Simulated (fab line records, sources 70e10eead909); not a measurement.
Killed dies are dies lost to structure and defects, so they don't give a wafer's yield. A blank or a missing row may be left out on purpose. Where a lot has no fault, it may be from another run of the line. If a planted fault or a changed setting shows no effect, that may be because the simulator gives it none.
The tool behind it: which one?	flow nand_harc	Sampling: 24 lots, 72 wafers, 3 of 1302 route steps

WHAT THE GAUGES READ, wafer by wafer
NHARC_P_BONDPAD_INSPECT_23. Usual: raw_defect_count 347, standard deviation 120.
lot	measured	on	raw_defect_count	flag
L074	day 6 19:42	defect_inspect-01	316 510 499	
L075	day 6 20:29	defect_inspect-02	328 660 630	
L076	day 7 08:43	defect_inspect-02	568 689 460	
L077	day 7 21:16	defect_inspect-02	245 173 172	
L078	day 8 07:17	defect_inspect-02	314 208 282	
L079	day 8 18:08	defect_inspect-01	342 459 460	
L080	day 9 05:52	defect_inspect-01	451 759 322	
L081	day 9 11:50	defect_inspect-01	357 331 342	
L082	day 10 03:54	defect_inspect-02	254 265 148	
L083	day 10 09:13	defect_inspect-02	311 421 251	
L084	day 11 01:46	defect_inspect-01	239 258 237	
L085	day 11 03:56	defect_inspect-02	215 264 308	
L086	day 11 15:03	defect_inspect-01	249 280 202	
L087	day 12 02:45	defect_inspect-02	189 279 253	
L088	day 12 20:53	defect_inspect-01	374 321 280	
L089	day 12 21:31	defect_inspect-01	592 279 366	
L090	day 13 14:38	defect_inspect-01	387 391 314	
L091	day 14 00:02	defect_inspect-02	233 406 325	
L092	day 14 00:11	defect_inspect-01	391 259 306	
L093	day 14 13:26	defect_inspect-02	513 310 273	
L094	day 15 02:16	defect_inspect-02	380 385 379	
L095	day 15 09:22	defect_inspect-01	464 394 596	
L097	day 16 14:32	defect_inspect-02	337 162 236	
L096	day 16 15:10	defect_inspect-02	496 491 354	

NHARC_A_SOURCE_PLATE_THK_MEAS_09: measures by ellipsometry. Usual: thk_nm 9.7 nm, standard deviation 0.88.
lot	measured	on	thk_nm (nm)	flag
L074	day 7 06:55	film_metro-02	11.1 8.7 8.9	
L075	day 7 06:55	film_metro-01	10.3 9.7 9.1	
L076	day 7 18:36	film_metro-02	10.7 10.3 8.1	
L077	day 8 06:49	film_metro-01	7.6 10.1 10.0	
L078	day 8 16:52	film_metro-01	8.9 10.5 8.8	
L079	day 9 04:13	film_metro-01	8.9 10.4 10.8	
L080	day 9 16:04	film_metro-01	8.1 8.1 9.8	
L081	day 9 21:54	film_metro-01	10.0 10.8 10.4	
L082	day 10 14:26	film_metro-01	9.2 10.5 10.0	
L083	day 10 19:21	film_metro-02	9.3 9.5 10.0	
L084	day 11 11:56	film_metro-02	9.1 9.5 8.8	
L085	day 11 11:56	film_metro-01	10.4 10.1 10.3	
L086	day 12 02:28	film_metro-02	11.4 9.6 10.0	
L087	day 12 12:22	film_metro-02	10.0 11.0 7.6	
L088	day 13 07:49	film_metro-01	7.9 10.6 9.9	
L089	day 13 07:50	film_metro-02	9.1 9.1 10.5	
L090	day 14 00:10	film_metro-02	10.3 10.3 8.3	
L091	day 14 10:44	film_metro-02	10.6 9.1 9.9	
L092	day 14 10:44	film_metro-01	9.3 9.7 10.3	
L093	day 14 23:25	film_metro-02	8.8 10.9 9.5	
L094	day 15 11:46	film_metro-01	9.2 11.1 9.7	
L095	day 15 18:58	film_metro-01	10.4 8.6 10.5	
L097	day 17 00:09	film_metro-01	9.0 10.1 9.6	
L096	day 17 00:09	film_metro-01	8.3 8.7 10.8	

NHARC_A_ONON_D1_THK_MEAS_24: measures by ellipsometry. Usual: thk_nm 1003 nm, standard deviation 9.1.
lot	measured	on	thk_nm (nm)	flag
L074	day 8 07:49	film_metro-02	1020 1021 1022	
L075	day 8 07:50	film_metro-01	1000 1001 1001	
L076	day 8 21:09	film_metro-01	1001 1000 1002	
L077	day 9 11:21	film_metro-01	995 995 996	
L078	day 9 20:52	film_metro-02	1010 1010 1012	
L079	day 10 05:12	film_metro-02	994 996 996	
L080	day 10 18:08	film_metro-01	994 993 995	
L081	day 11 00:22	film_metro-01	1006 1007 1009	
L082	day 11 15:28	film_metro-01	1012 1013 1013	
L083	day 11 20:19	film_metro-02	994 993 995	
L084	day 12 12:31	film_metro-02	998 999 998	
L085	day 12 12:32	film_metro-01	1022 1021 1022	
L086	day 13 03:39	film_metro-01	1001 1000 999	
L087	day 13 21:55	film_metro-02	1019 1018 1020	
L088	day 14 11:49	film_metro-02	993 993 992	
L089	day 14 11:49	film_metro-01	1002 1001 1003	
L090	day 15 02:06	film_metro-01	996 995 995	
L091	day 15 11:36	film_metro-01	1015 1013 1015	
L092	day 15 11:35	film_metro-02	1006 1005 1006	
L093	day 15 23:55	film_metro-02	996 997 995	
L094	day 16 14:37	film_metro-01	1005 1005 1005	
L095	day 16 20:10	film_metro-01	993 992 994	
L097	day 18 01:02	film_metro-01	994 996 992	
L096	day 18 01:02	film_metro-02	1001 1002 1002	

WHICH TOOL RAN EACH LOT (tool, then ch and the chambers of the sampled wafers, then the start)
Before these readings, the record contains no process step.

AS READ BY THE TOOLS THEMSELVES (means over the sampled wafers that have a number; for cases with no such wafer, the mark the record gives instead)
The record holds no such reading with a usual standard deviation.

THE ANSWER, worked out from the rows above alone
Rule: lot off if the mean of its wafers having a number is beyond 3 standard deviations from the usual mean. A lot without any number at a reading at which 4 lots or more have one is off too. Any other lot the step has rows for is counted as sound. After the gauges, taken in route order, come the tools' own readings; for these a lot's mean is taken, as printed above. At the first step where some lot is off, the reading lying furthest off is the one used; lots without a number count as furthest.
No lot is off at any reading shown: from this, nothing can be told.

WHAT HAD BEEN PUT IN BY THE SIMULATOR
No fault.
